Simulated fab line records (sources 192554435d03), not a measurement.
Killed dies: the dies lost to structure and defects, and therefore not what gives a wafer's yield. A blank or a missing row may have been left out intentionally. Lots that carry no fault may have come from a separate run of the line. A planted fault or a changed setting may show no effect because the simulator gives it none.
fab line records ; flow n5Finfet
record: lots: 10; wafers: 28; lastDay: 16
route steps=1938 shown BEOL_M8@1390 BEOL_M9@1405 PASSIVATION@1936
lots that met no fault: from a run of the same line without faults
startH: the number of hours between the record's first day and the start of the first shown wafer of the lot ; waitH: hours elapsed since this lot's preceding step ; " repeats the value in the row above ; L1.1+2: a row that stands for several wafers ; - no value present, or no start provided ; * or withheld: withheld ; < > ~ a bound
route shown NAME@n: a module of which the file shows steps, and the number in the route of the first ; usual: average and standard deviation across the fault-free wafers ; same: alike in all rows ; chamber/n: place in a boat ; sites: each site's reading ; _std_site: their standard deviation ; _edge_site: outer sites' mean less inner sites' ; radiusMm: how far each site lies from the wafer's centre ; mask NAME#n: copy n ; behind: the most recent tool/chamber to have shaped the wafer ; hold: cause of the lot's hold/its duration in hours/its outcome ; device: names the non-switching transistor (n, p or np) ; end of line: at the end of the route, the tests of the same wafers ; step lacking rows: just its recipe ; killed: count of dies lost to structure and defects at first sort (not the wafer's yield) ; map: a wafer's dies, marking killed ones x, the rest . and places with no die _
set.NAME: the setting as run; set.NAME@STEP: as run at that earlier step ; model.NAME: the simulator's own value behind a step, which no gauge read
the route's steps for a sample of lots (tables are steps, rows are wafers)
services: when a tool's chamber went out of use (startH, in hours from the record's first day, below 0 if earlier), for how many hours, and the reason
== steps ==
step: N5_BEOL_M8_SURFACE_TREAT_79
recipe: gas: Ar; timeS: *; ionEnergyEv: *; ionCurrentMaCm2: 0.5; pressureMtorr: *; arFlowSccm: 30
usual: throttleValvePct: *
lot.wafer;tool;chamber;startH;waitH;throttleValvePct
L289.2;pvdSputter-01;-;201.54;0.2;*
L289.4;pvdSputter-01;-;201.54;0.2;*
L289.6;pvdSputter-01;-;201.54;0.2;*
L291.1;pvdSputter-03;-;209.13;0.2;*
L291.2;pvdSputter-03;-;209.13;0.2;*
L291.5;pvdSputter-03;-;209.13;0.2;*
L290.2;pvdSputter-03;-;214.73;0.2;*
L290.5;pvdSputter-03;-;214.73;0.2;*
L290.6;pvdSputter-03;-;214.73;0.2;*
L295.2;pvdSputter-03;-;248.84;0.2;*
L295.4;pvdSputter-03;-;248.84;0.2;*
L295.6;pvdSputter-03;-;248.84;0.2;*
L298.2;pvdSputter-01;-;263.86;0.3;*
L298.3;pvdSputter-01;-;263.86;0.3;*
L298.6;pvdSputter-01;-;263.86;0.3;*
L299.1;pvdSputter-01;-;266.78;0.2;*
L299.6;pvdSputter-01;-;266.78;0.2;*
L300.1;pvdSputter-03;-;268.92;1.4;*
L300.2;pvdSputter-03;-;268.92;1.4;*
L300.5;pvdSputter-03;-;268.92;1.4;*
L301.1;pvdSputter-02;-;280.53;0.3;*
L301.4;pvdSputter-02;-;280.53;0.3;*
L301.6;pvdSputter-02;-;280.53;0.3;*
L302.1;pvdSputter-02;-;288.48;0.2;*
L302.3;pvdSputter-02;-;288.48;0.2;*
L302.6;pvdSputter-02;-;288.48;0.2;*
L307.5;pvdSputter-02;-;315.21;0.0;*
L307.6;pvdSputter-02;-;315.21;0.0;*
step: N5_BEOL_M9_HM_DEP_02
recipe: material: TiN; targetThkA: 200; tempC: 25; chamberPressurePa: 0.49996
usual: throttleValvePct: 30.0/0.96
lot.wafer;tool;chamber;startH;waitH;throttleValvePct
L289.2;pvdSputter-02;-;205.01;1.5;30.8
L289.4;pvdSputter-02;-;205.01;1.5;31.4
L289.6;pvdSputter-02;-;205.01;1.5;29.6
L291.1;pvdSputter-01;-;211.41;0.1;29.0
L291.2;pvdSputter-01;-;211.41;0.1;29.1
L291.5;pvdSputter-01;-;211.41;0.1;28.6
L290.2;pvdSputter-01;-;219.77;1.8;29.5
L290.5;pvdSputter-01;-;219.77;1.8;29.2
L290.6;pvdSputter-01;-;219.77;1.8;28.9
L295.2;pvdSputter-03;-;254.66;2.7;30.2
L295.4;pvdSputter-03;-;254.66;2.7;29.6
L295.6;pvdSputter-03;-;254.66;2.7;30.3
L298.2;pvdSputter-03;-;266.50;0.4;30.3
L298.3;pvdSputter-03;-;266.50;0.4;28.5
L298.6;pvdSputter-03;-;266.50;0.4;30.4
L299.1;pvdSputter-03;-;269.56;0.7;29.5
L299.6;pvdSputter-03;-;269.56;0.7;29.4
L300.1;pvdSputter-03;-;272.52;1.1;30.4
L300.2;pvdSputter-03;-;272.52;1.1;29.3
L300.5;pvdSputter-03;-;272.52;1.1;28.8
L301.1;pvdSputter-01;-;282.41;0.0;31.3
L301.4;pvdSputter-01;-;282.41;0.0;29.4
L301.6;pvdSputter-01;-;282.41;0.0;31.0
L302.1;pvdSputter-01;-;292.41;1.4;29.2
L302.3;pvdSputter-01;-;292.41;1.4;29.0
L302.6;pvdSputter-01;-;292.41;1.4;31.5
L307.5;pvdSputter-01;-;321.22;3.9;31.5
L307.6;pvdSputter-01;-;321.22;3.9;30.9
step: N5_BEOL_M9_DESCUM_16
recipe: chemistry: O2; timeS: 7.9; sourcePowerW: 50; biasPowerW: 20; pressureMtorr: 20; rfFrequencyHz: 2.712e+07; tempC: 40; resist: CAR-ArF; o2FlowSccm: 225
usual: drypumpMotorCurrentA: 5.89/0.27; oesProductAu: 0.76/0.079; rfVppV: 243.0/1.2; showerheadPlenumPTorr: 2.09/0.056; tempC: 40.00/0.11; throttleValvePct: 20.41/0.25
lot.wafer;tool;chamber;startH;waitH;drypumpMotorCurrentA;oesProductAu;rfHoursCounterH;rfVppV;showerheadPlenumPTorr;tempC;throttleValvePct
L289.2;rieDiel-03;3;205.92;0.5;5.83;0.69;232;243.8;2.16;39.90;20.45
L289.4;rieDiel-03;0;205.92;0.5;5.71;0.74;174;241.5;2.01;40.12;20.58
L289.6;rieDiel-03;2;205.92;0.5;6.06;0.79;-;243.0;2.09;39.80;20.26
L291.1;rieDiel-03;1;211.99;0.0;5.48;0.70;214;244.0;2.05;40.15;20.69
L291.2;rieDiel-03;2;211.99;0.0;6.06;0.80;94;242.6;2.09;40.09;20.25
L291.5;rieDiel-03;0;211.99;0.0;5.72;0.75;-;242.8;2.01;39.98;20.57
L290.2;rieDiel-02;3;220.35;0.0;6.13;0.90;23;242.0;2.05;40.02;20.16
L290.5;rieDiel-02;2;220.35;0.0;5.96;0.73;-;242.8;2.10;40.06;20.29
L290.6;rieDiel-02;3;220.35;0.0;6.11;0.89;-;243.9;2.05;39.96;20.16
L295.2;rieDiel-03;2;255.24;0.0;6.03;0.78;108;244.4;2.09;39.85;20.26
L295.4;rieDiel-03;1;255.24;0.0;5.49;0.68;228;243.1;2.05;40.08;20.70
L295.6;rieDiel-03;3;255.24;0.0;5.84;0.69;-;244.1;2.16;39.86;20.45
L298.2;rieDiel-02;2;267.12;0.2;5.95;0.73;194;242.5;2.10;40.04;20.31
L298.3;rieDiel-02;3;267.12;0.2;6.14;0.87;37;242.1;2.05;39.87;20.19
L298.6;rieDiel-02;2;267.12;0.2;5.97;0.71;-;242.3;2.10;40.03;20.32
L299.1;rieDiel-06;2;270.29;0.3;6.02;0.69;225;242.1;2.08;39.98;20.66
L299.6;rieDiel-06;0;270.29;0.3;5.78;0.69;-;244.6;2.19;39.92;20.73
L300.1;rieDiel-02;3;273.11;0.0;6.14;0.86;39;242.2;2.05;40.06;20.19
L300.2;rieDiel-02;2;273.11;0.0;5.96;0.71;196;243.1;2.10;39.92;20.31
L300.5;rieDiel-02;2;273.11;0.0;5.95;0.71;-;242.4;2.10;39.88;20.29
L301.1;rieDiel-06;0;283.08;0.2;5.79;0.69;204;244.8;2.19;40.05;20.71
L301.4;rieDiel-06;2;283.08;0.2;6.02;0.68;227;243.6;2.08;39.87;20.65
L301.6;rieDiel-06;2;283.08;0.2;6.02;0.68;-;240.8;2.08;39.91;20.64
L302.1;rieDiel-02;1;293.00;0.0;5.97;0.80;99;245.1;2.17;40.02;20.06
L302.3;rieDiel-02;2;293.00;0.0;5.96;0.71;203;241.3;2.09;40.07;20.32
L302.6;rieDiel-02;0;293.00;0.0;5.50;0.86;-;242.8;2.03;39.91;20.22
L307.5;rieDiel-03;0;321.77;0.0;5.71;0.73;-;239.5;2.00;40.23;20.62
L307.6;rieDiel-03;3;321.77;0.0;5.83;0.92;-;243.8;2.15;40.07;20.00
step: N5_BEOL_M9_ETCH_62
recipe: chemistry: N2/H2; target: SOC; targetDepthA: 1100; overetchA: 220; maskMaterial: SiARC; tempC: 40; timeS: 165; ionEnergyEv: 200; pressureMtorr: 30; sourceW: 840; biasW: 150; n2FlowSccm: 200; h2FlowSccm: 200
usual: drypumpMotorCurrentA: 5.90/0.27; oesProductAu: 0.65/0.061; rfVppV: 523.7/2.1; showerheadPlenumPTorr: 2.54/0.076; tempC: 40.01/0.11; throttleValvePct: 17.77/0.23
lot.wafer;tool;chamber;startH;waitH;drypumpMotorCurrentA;oesProductAu;rfHoursCounterH;rfVppV;showerheadPlenumPTorr;tempC;throttleValvePct
L289.2;rieDiel-03;3;206.00;0.0;5.79;0.60;232;525.7;2.62;39.94;17.78
L289.4;rieDiel-03;0;206.00;0.0;5.74;0.64;174;520.6;2.42;40.06;17.79
L289.6;rieDiel-03;2;206.00;0.0;6.05;0.67;-;525.4;2.58;40.10;17.92
L291.1;rieDiel-03;1;212.08;0.0;5.50;0.59;215;522.9;2.51;40.00;18.15
L291.2;rieDiel-03;2;212.08;0.0;6.02;0.67;95;524.6;2.58;40.14;17.91
L291.5;rieDiel-03;0;212.08;0.0;5.74;0.64;-;520.0;2.42;39.94;17.79
L290.2;rieDiel-02;3;220.43;0.0;6.18;0.75;23;522.9;2.51;39.89;17.75
L290.5;rieDiel-02;2;220.43;0.0;5.95;0.62;-;523.2;2.54;39.96;17.70
L290.6;rieDiel-02;3;220.43;0.0;6.16;0.73;-;521.5;2.51;39.80;17.74
L295.2;rieDiel-03;2;255.33;0.0;6.06;0.65;108;522.9;2.57;39.89;17.94
L295.4;rieDiel-03;1;255.33;0.0;5.51;0.58;228;523.8;2.51;39.97;18.16
L295.6;rieDiel-03;3;255.33;0.0;5.88;0.59;-;523.9;2.61;39.79;17.80
L298.2;rieDiel-02;2;267.20;0.0;5.99;0.62;194;523.2;2.53;39.91;17.73
L298.3;rieDiel-02;3;267.20;0.0;6.16;0.73;37;524.0;2.50;39.83;17.76
L298.6;rieDiel-02;2;267.20;0.0;5.96;0.62;-;523.7;2.53;40.10;17.72
L299.1;rieDiel-06;2;270.37;0.0;6.05;0.59;225;523.0;2.48;39.96;17.62
L299.6;rieDiel-06;0;270.37;0.0;5.82;0.60;-;525.9;2.66;39.90;18.09
L300.1;rieDiel-02;3;273.19;0.0;6.17;0.72;39;524.0;2.50;40.06;17.77
L300.2;rieDiel-02;2;273.19;0.0;6.00;0.61;196;522.7;2.53;40.02;17.73
L300.5;rieDiel-02;2;273.19;0.0;6.00;0.61;-;522.7;2.53;40.13;17.71
L301.1;rieDiel-06;0;283.16;0.0;5.79;0.60;204;526.7;2.66;39.87;18.11
L301.4;rieDiel-06;2;283.16;0.0;6.03;0.58;227;522.6;2.47;39.86;17.63
L301.6;rieDiel-06;2;283.16;0.0;6.04;0.58;-;522.9;2.47;39.94;17.62
L302.1;rieDiel-02;1;293.08;0.0;5.97;0.67;99;527.3;2.66;39.83;17.53
L302.3;rieDiel-02;2;293.08;0.0;5.94;0.61;203;522.5;2.53;40.10;17.73
L302.6;rieDiel-02;0;293.08;0.0;5.40;0.73;-;521.1;2.46;39.91;17.60
L307.5;rieDiel-03;0;321.90;0.1;5.74;0.61;-;520.5;2.41;39.84;17.84
L307.6;rieDiel-03;3;321.90;0.1;5.83;0.80;-;525.5;2.61;40.06;17.31
step: N5_BEOL_M9_HM_OPEN_17
recipe: chemistry: Cl2/BCl3; targetDepthA: 200; overetchA: 60; target: TiN; maskMaterial: SOC; ionEnergyEv: 150; pressureMtorr: 10; icpW: 1000; biasW: 126; Cl2_flow_sccm: 53.25; bcl3FlowSccm: 21.75; Ar_flow_sccm: 25
usual: drypumpMotorCurrentA: 5.6/0.42; oesProductAu: 0.67/0.052; throttleValvePct: 22.06/0.15
lot.wafer;tool;chamber;startH;waitH;drypumpMotorCurrentA;oesProductAu;rfHoursCounterH;throttleValvePct
L289.2;rieMetal-02;1;206.19;0.0;5.2;0.65;48;21.97
L289.4;rieMetal-02;1;206.19;0.0;5.2;0.65;-;21.95
L289.6;rieMetal-02;1;206.19;0.0;5.2;0.66;-;21.94
L291.1;rieMetal-02;1;212.26;0.0;5.2;0.64;49;21.96
L291.2;rieMetal-02;0;212.26;0.0;6.2;0.62;65;22.32
L291.5;rieMetal-02;0;212.26;0.0;6.2;0.63;-;22.33
L290.2;rieMetal-01;1;220.62;0.0;5.2;0.76;6;21.96
L290.5;rieMetal-01;0;220.62;0.0;5.9;0.66;-;21.89
L290.6;rieMetal-01;1;220.62;0.0;5.3;0.77;-;21.96
L295.2;rieMetal-02;1;255.51;0.0;5.2;0.63;53;21.97
L295.4;rieMetal-02;1;255.51;0.0;5.2;0.64;-;21.97
L295.6;rieMetal-02;0;255.51;0.0;6.2;0.61;-;22.34
L298.2;rieMetal-01;1;267.40;0.0;5.2;0.74;11;21.96
L298.3;rieMetal-01;0;267.40;0.0;5.9;0.66;-;21.90
L298.6;rieMetal-01;1;267.40;0.0;5.2;0.74;-;21.98
L299.1;rieMetal-02;0;270.56;0.0;6.2;0.62;71;22.31
L299.6;rieMetal-02;0;270.56;0.0;6.2;0.62;-;22.31
L300.1;rieMetal-02;1;273.38;0.0;5.2;0.62;55;22.00
L300.2;rieMetal-02;0;273.38;0.0;6.2;0.61;71;22.34
L300.5;rieMetal-02;1;273.38;0.0;5.2;0.63;-;21.99
L301.1;rieMetal-01;0;283.35;0.0;5.9;0.67;48;21.90
L301.4;rieMetal-01;0;283.35;0.0;5.9;0.66;-;21.91
L301.6;rieMetal-01;0;283.35;0.0;5.9;0.66;-;21.90
L302.1;rieMetal-02;0;293.27;0.0;6.2;0.61;73;22.35
L302.3;rieMetal-02;1;293.27;0.0;5.1;0.62;-;21.98
L302.6;rieMetal-02;0;293.27;0.0;6.2;0.61;-;22.32
L307.5;rieMetal-01;0;322.08;0.1;5.9;0.50;-;22.19
L307.6;rieMetal-01;1;322.08;0.1;5.2;0.74;-;21.97
step: N5_PASSIVATION_PROBE_49
usual: defectLimitedYield: 91.1/1.5; killed_at_M0_to_M3: 35/11; killed_at_M4_up: 13/5.7; killedAtContacts: 12/5.7; killedAtFrontEnd: 40/11; killedAtOther: 4/4.4; killedDies: 105/18; killedOpen: 68/14; killedShort: 34/7.4; sort_bin_5_function: 5.2/1; sort_bin_6_memory: 3.3/0.67; sort_bin_8_speed: 0.04/0.29; sortNPass: 1074/18; sortYieldPct: 91.0/1.5
same: grossDies: 1180; killedAtBackSide: 0; sort_bin_4_leakage[%]: 0
lot.wafer;tool;chamber;startH;waitH;defectLimitedYield[%];killed_at_M0_to_M3;killed_at_M4_up;killedAtContacts;killedAtFrontEnd;killedAtOther;killedDies;killedOpen;killedShort;sort_bin_5_function[%];sort_bin_6_memory[%];sort_bin_8_speed[%];sortNPass;sortYieldPct[%]
L307.5;prober-01;-;392.08;0.2;89.7;43;12;18;20;29;122;59;36;7.1;2.8;0;1058;89.7
L307.6;prober-01;-;392.13;0.3;90.2;47;13;9;29;18;116;61;35;6.4;3.1;0;1064;90.2
killed by level:class
L307.5 MIM_TOP_ETCH:areaEtch=27 MOL_CONTACT_COAG:geometricParticle:open=15 BEOL_M0_SAQP:geometricParticle:short=12 BEOL_M2:geometricParticle:open=9 BEOL_M0_SAQP:geometricParticle:open=8 BEOL_M1:geometricParticle:open=5 BEOL_M4:geometricParticle:short=4 FIN_SAQP:geometricParticle:short=3
L307.6 MIM_TOP_ETCH:areaEtch=17 BEOL_M3:geometricParticle:open=16 BEOL_M0_SAQP:geometricParticle:open=9 MOL_CONTACT_COAG:geometricParticle:open=8 BEOL_M4:geometricParticle:short=8 BEOL_M0_SAQP:geometricParticle:short=7 STI_FIN_REVEAL:geometricParticle:open=6 BEOL_M1:geometricParticle:short=6
== services ==
tool;chamber;startH;hours;kind
rieMetal-02;0;186.25;6.2;repair
rieDiel-03;-;220.73;0.9;repair
rieDiel-02;3;229.20;1.3;repair
rieDiel-03;0;237.94;16.9;repair
rieMetal-01;-;242.11;2.8;pm
rieDiel-03;3;265.27;-;clean
rieDiel-03;3;265.27;-;consumableReplace:esc
rieDiel-03;3;265.27;-;consumableReplace:focusRing
rieDiel-03;3;265.27;20.3;scheduledDown
rieDiel-03;3;265.27;20.3;ventCycle
rieMetal-02;-;268.80;1.4;pm
rieDiel-06;3;300.38;-;clean
rieDiel-06;3;300.38;-;consumableReplace:focusRing
rieDiel-06;3;300.38;24.3;scheduledDown
rieDiel-06;3;300.38;24.3;ventCycle
== key ==
firstSign: step: N5_BEOL_M9_HM_OPEN_17; reading: oesProductAu; direction: down; sigmas: 3.2; usual: 0.67; struck: 0.50
effect none on later readings
metAt N5_BEOL_M9_HM_DEP_02
struckLots L307
struckWafers L307.5
baselineLoss: step: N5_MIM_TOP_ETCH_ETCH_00; wafers: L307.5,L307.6
notActingAt N5_BEOL_M8_SURFACE_TREAT_79,N5_BEOL_M9_DESCUM_16,N5_BEOL_M9_ETCH_62
onsetBetween 292.41 321.22
fault: kind: processParameterDrift; tool: pvdSputter-01; chamber: -; onsetH: 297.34; steps: N5_BEOL_M9_HM_DEP_02; channel: targetThkA; offset: *; shape: step; endH: 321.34; scope: struckWafersOnly; actsIn: *; stated: *
baselineLoss: these wafers lose ten dies or more at that step, a loss of the line's own and not of a fault; the sort's usual values leave them out
